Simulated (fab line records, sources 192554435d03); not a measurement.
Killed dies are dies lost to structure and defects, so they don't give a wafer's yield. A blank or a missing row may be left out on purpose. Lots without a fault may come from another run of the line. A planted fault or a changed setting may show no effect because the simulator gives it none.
Split-lot experiment | flow n5_finfet | 7 lots, 21 wafers read, on a route of 1938 steps

THE SPLIT
At N5_BEOL_M1_VIA_ETCH_34 (etches the open film in C4F6/O2, target depth 67.8 nm, time 64.4 s), the setting time_s was moved away from the recipe's 64.4 s on 9 of the 21 wafers read, by -10.5% to +7.5%. The other wafers ran this setting at the recipe's value.

The reading is taken at the split's own step.

THE READING
SOC_of_BEOL_M1_COAT_67.thk_nm (the simulator's own value, which no gauge read), in nm, at N5_BEOL_M1_VIA_ETCH_34 (etches the open film in C4F6/O2, target depth 67.8 nm, time 64.4 s). The file gives no usual value for it. The 12 wafers here that ran the recipe average 52.1 nm, standard deviation 0.25 nm.

wafer  | tool, chamber at the split | time_s as run, s | against the recipe | SOC_of_BEOL_M1_COAT_67.thk_nm, nm | against lot-mates on the recipe
L078.3 | rie_diel-02, 3             | 64.4             | recipe             | 52.4                              | -
L078.4 | rie_diel-02, 2             | 64.4             | recipe             | 52.4                              | -
L078.5 | rie_diel-02, 2             | 68.4             | +6.2%              | 51.8                              | -0.6
L080.1 | rie_diel-06, 3             | 64.4             | recipe             | 52                                | -
L080.3 | rie_diel-06, 0             | 64.4             | recipe             | 52                                | -
L080.6 | rie_diel-06, 1             | 64.4             | recipe             | 52                                | -
L081.1 | rie_diel-06, 1             | 59.26            | -8.0%              | 52.8                              | +1.2
L081.2 | rie_diel-06, 2             | 59.26            | -8.0%              | 52.2                              | +0.6
L081.3 | rie_diel-06, 3             | 64.4             | recipe             | 51.6                              | -
L083.2 | rie_diel-01, 1             | 64.4             | recipe             | 52                                | -
L083.3 | rie_diel-01, 0             | 64.4             | recipe             | 51.8                              | -
L083.5 | rie_diel-01, 0             | 64.4             | recipe             | 51.8                              | -
L089.2 | rie_diel-02, 3             | 57.64            | -10.5%             | 53                                | +0.8
L089.4 | rie_diel-02, 2             | 64.4             | recipe             | 52.2                              | -
L089.6 | rie_diel-02, 1             | 57.64            | -10.5%             | 52.8                              | +0.6
L090.2 | rie_diel-02, 1             | 64.4             | recipe             | 52.4                              | -
L090.3 | rie_diel-02, 3             | 69.23            | +7.5%              | 52                                | -0.4
L090.5 | rie_diel-02, 1             | 69.23            | +7.5%              | 51.8                              | -0.6
L096.2 | rie_diel-02, 0             | 64.4             | recipe             | 52.2                              | -
L096.3 | rie_diel-02, 1             | 58.33            | -9.4%              | 53                                | +0.8
L096.4 | rie_diel-02, 2             | 58.33            | -9.4%              | 53.4                              | +1.2

THE FIT
A straight line over all 21 wafers: SOC_of_BEOL_M1_COAT_67.thk_nm changes by -0.0694 nm for each +1% of time_s; r = -0.80; the points scatter about the line by 0.3 nm.
The same after taking each lot's own level away (the mean of its wafers on the recipe; 21 wafers): -0.0859 nm for each +1%; r = -0.94; scatter 0.18 nm.
On that fit, the largest move of time_s shifts the reading by 0.9 nm.
The lots' own levels span 51.60 to 52.40 nm, that is 3.2 times the standard deviation above.
So the lot-to-lot level blurs the effect unless lot-mates are compared.
Check: with one of the wafers moved furthest among these (-10.5%) left out of the fit, the line predicts +0.959 nm for it against its lot-mates. It came out at +0.8 nm against them.

OTHER SPLITS ON THESE WAFERS
These wafers also went through other splits before the reading. Each is held against what the fit with the lots' levels taken away leaves over:
other split on the same wafers       | wafers away from the commonest value | r with SOC_of_BEOL_M1_COAT_67.thk_nm (lot level and that fit taken away)
N5_GATE_CUT_DESCUM_18 time_s         | 5                                    | +0.06
N5_GATE_CUT_CUT_ETCH_54 icp_w        | 10                                   | -0.03
N5_MOL_CONTACT_COAG_PECVD_31 time_s  | 9                                    | -0.17
N5_MOL_CONTACT_COAG_COAT_77 spin_rpm | 5                                    | +0.15
N5_BEOL_M0_SAQP_COAT_105 spin_rpm    | 5                                    | -0.20
N5_BEOL_M0_SAQP_COAT_87 spin_rpm     | 7                                    | +0.56

THE WHOLE CHAIN: every reading that the file lists as answering this split, in the file's order
step                   | what it does                                                       | reading                                                                        | change (the file's fit)                | r (the file's)
N5_BEOL_M1_VIA_ETCH_34 | etches the open film in C4F6/O2, target depth 67.8 nm, time 64.4 s | etch.depth_nm (the simulator's own value, which no gauge read)                 | +0.799 nm for each +1% of the setting  | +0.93
N5_BEOL_M1_VIA_ETCH_34 | etches the open film in C4F6/O2, target depth 67.8 nm, time 64.4 s | SOC_of_BEOL_M1_COAT_67.thk_nm (the simulator's own value, which no gauge read) | -0.0879 nm for each +1% of the setting | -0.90

THE FILE'S OWN FIT
SOC_of_BEOL_M1_COAT_67.thk_nm changes by -0.0879 nm for each +1% of time_s, r = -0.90.
